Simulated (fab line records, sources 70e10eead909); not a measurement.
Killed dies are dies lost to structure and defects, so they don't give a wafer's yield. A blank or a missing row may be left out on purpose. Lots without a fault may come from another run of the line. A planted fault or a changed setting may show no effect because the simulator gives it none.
Chamber matching | flow nand_harc | NHARC_P_ZERO_WELL_DESCUM_39 on rie_diel-11: 4 sister chambers
The step chemistry O2, time 3 s. 4 wafers are shown with their chamber, then 9 later ones without.

WAFERS WITH THEIR CHAMBER
wafer  | chamber | showerhead_plenum_p_Torr (Torr)
L827.2 | 2       | 1.88
L828.1 | 3       | 1.91
L828.3 | 0       | 1.80
L828.5 | 1       | 1.97

WAFERS WITHOUT THEIR CHAMBER
wafer  | showerhead_plenum_p_Torr (Torr)
L830.4 | 1.88
L830.5 | 1.90
L830.6 | 1.80
L840.2 | 1.79
L840.3 | 1.96
L840.5 | 1.89
L841.2 | 1.87
L841.4 | 1.89
L841.5 | 1.87

WHICH CHAMBER EACH WENT THROUGH
wafer  | from the rows above     | in truth
L830.4 | 2                       | 2
L830.5 | can't be placed: 3 or 2 | 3
L830.6 | 0                       | 0
L840.2 | 0                       | 0
L840.3 | 1                       | 1
L840.5 | can't be placed: 2 or 3 | 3
L841.2 | 2                       | 2
L841.4 | can't be placed: 2 or 3 | 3
L841.5 | 2                       | 2
Placed correctly: 6 of 9. Can't be placed from these rows: 3 (the true chamber is among the candidates in 3). Placed wrongly: 0.
How it was worked out, from the rows above alone: a wafer's distance from a chamber is the root of the sum, over the readings, of the square of ((its reading less the chamber's mean) divided by the reading's scatter). The wafer belongs to the nearest chamber; if the next one is less than 2 further off, it can't be placed. A chamber's mean is the mean of its shown wafers. The scatter: with one shown wafer a chamber, the root of the mean of the squares of how far each hidden wafer lies from its nearest shown one.
